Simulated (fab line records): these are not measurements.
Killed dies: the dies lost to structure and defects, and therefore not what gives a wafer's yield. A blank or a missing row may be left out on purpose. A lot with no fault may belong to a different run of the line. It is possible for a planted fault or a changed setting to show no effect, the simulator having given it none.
A lot that was struck, set against a sound lot + flow n5 finfet + 18 out of 1938 route steps
Sound: these wafers, L698.1, L698.3, L698.4. Wafers struck: L699.3, L699.5, L699.6. Last of all comes the cause.
Order at every step that has rows: each side's tool, ch and its chambers, its first start. Under that, the readings that differ: sound wafers + struck wafers + difference of the means + sigmas: that difference in standard deviations of wafers without a fault.
alike: readings with means less than 2 such deviations apart, plus words and numbers identical on both sides. not compared: withheld readings, readings lacking a value on some wafer, bounds such as >300 that could conceal the same value, and numbers that have no deviation in the record and whose values overlap.
A row with sigmas, a row that says differs or no value, or rows on one side alone: a step with any of these is where the two part. When numbers do not overlap yet have no deviation, they are printed without sigmas and do not part them. Lack of a reading on every wafer of one side parts them only where that side has two or more wafers.

N5_HKMG_FIN_STRIP_34: strips in CF4.
  sound on rie diel-01 ch 1,2,3, day 4 13:52; struck on rie diel-01 ch 1,3, day 4 21:07
  alike: drypump motor current A, oes product au, rf vpp V, showerhead plenum p Torr, throttle valve pct
  not compared: rf hours counter h
then, 1 step without rows for these wafers: N5_HKMG_FIN_ETCH_35 (etches SOC in N2/H2, target depth 215.8 nm, time 243.4 s).
N5_HKMG_FIN_STRIP_92: strips SOC in N2/H2, time 20 s.
  sound on rie diel-01 ch 1,2,3, day 4 14:02; struck on rie diel-01 ch 1,3, day 4 21:17
  alike: drypump motor current A, oes product au, rf vpp V, showerhead plenum p Torr, throttle valve pct
  not compared: rf hours counter h
then, 2 steps without rows for these wafers: N5_HKMG_FIN_WET_ETCH_18 (etches TiN in SC1, time 55 s, target depth 5.2 nm, rinse time 30 s); N5_HKMG_FIN_STRIP_19 (strips in N2/H2, time 360 s).
N5_HKMG_FIN_ALD_91: deposits TiN, target thk 1 nm, pulse time 1 s, purge time 3 s.
  sound on ald metal-04 ch 1,2,3, day 4 14:34; struck on ald metal-04 ch 2,3, day 4 21:51
  alike: ald cycles, heater power w, precursor pulse height rel, susceptor temp C
then, 1 step without rows for these wafers: N5_HKMG_FIN_COAT_85 (time 60 s, resist thk 300 nm).
N5_HKMG_FIN_ETCH_86: etches SOC in N2/H2, stops on TiN, target depth 393.2 nm.
  sound on rie diel-06 ch 0,2,3, day 4 14:55; struck on rie diel-06 ch 0,1, day 4 22:11
  alike: drypump motor current A, oes product au, rf vpp V, showerhead plenum p Torr, throttle valve pct
  not compared: rf hours counter h
then, 2 steps without rows for these wafers: N5_HKMG_FIN_STRIP_89 (strips SOC in N2/H2, time 20 s); N5_HKMG_FIN_WET_ETCH_87 (etches TiN in SC1, time 154.2 s, target depth 4.7 nm, rinse time 30 s).
N5_HKMG_FIN_STRIP_88: strips in N2/H2, time 360 s.
  sound on plasma asher-01 ch 0,1, day 4 15:10; struck on plasma asher-02 ch 0,1, day 4 22:34
  alike: drypump motor current A, heater power w
  not compared: rf hours counter h
then, 1 step without rows for these wafers: N5_HKMG_FIN_NWFM_ALD_20 (deposits TiAlC, target thk 2 nm, pulse time 3 s, purge time 2 s).
N5_HKMG_FIN_ALD_71: deposits TiN, target thk 1 nm, pulse time 1 s, purge time 3 s.
  sound on ald metal-03 ch 0,1,2, day 4 15:38; struck on ald metal-03 ch 2,3, day 4 22:55
| reading                                  | sound    | struck      | difference | sigmas |
|------------------------------------------|----------|-------------|------------|--------|
| ald cycles                               | 47 47 47 | 68 68 68    | +21        |        |
| model.TiN_of_HKMG_FIN_ALD_71.thk nm (nm) | 1 1 1    | 1.4 1.4 1.4 | +0.4       |        |
  alike: heater power w, precursor pulse height rel, susceptor temp C
then, 1 step without rows for these wafers: N5_HKMG_FIN_COAT_66 (time 60 s, resist thk 300 nm).
N5_HKMG_FIN_ETCH_67: etches SOC in N2/H2, stops on TiN, target depth 388.9 nm.
  sound on rie diel-06 ch 0,1,2, day 4 15:59; struck on rie diel-06 ch 1,2,3, day 4 23:19
  alike: drypump motor current A, oes product au, rf vpp V, showerhead plenum p Torr, throttle valve pct
  not compared: rf hours counter h, model.TiN_of_HKMG_FIN_ALD_71.thk nm
then, 1 step without rows for these wafers: N5_HKMG_FIN_STRIP_90 (strips SOC in N2/H2, time 20 s).
-- record jumps: 4 days separate the struck wafers' starts on either side; left off in module HKMG_FIN, taken up again in module BEOL_M4, whose first shown step is the route's number 1111 --
N5_BEOL_M4_RC_MEAS_101:
  sound on prober-01 ch 0, day 8 15:55; struck on prober-01 ch 0, day 8 19:26
  alike: DIBL_N, DIBL_P, IOFF_N, IOFF_P, ION_N, ION_P, SS_N, SS_P, VT_N, VT_P
next, for these wafers, 1 step has no rows: N5_PASSIVATION_PROBE_49.

== WHERE THEY PART ==
Nowhere in this record.

WHY: what had been put in by the simulator
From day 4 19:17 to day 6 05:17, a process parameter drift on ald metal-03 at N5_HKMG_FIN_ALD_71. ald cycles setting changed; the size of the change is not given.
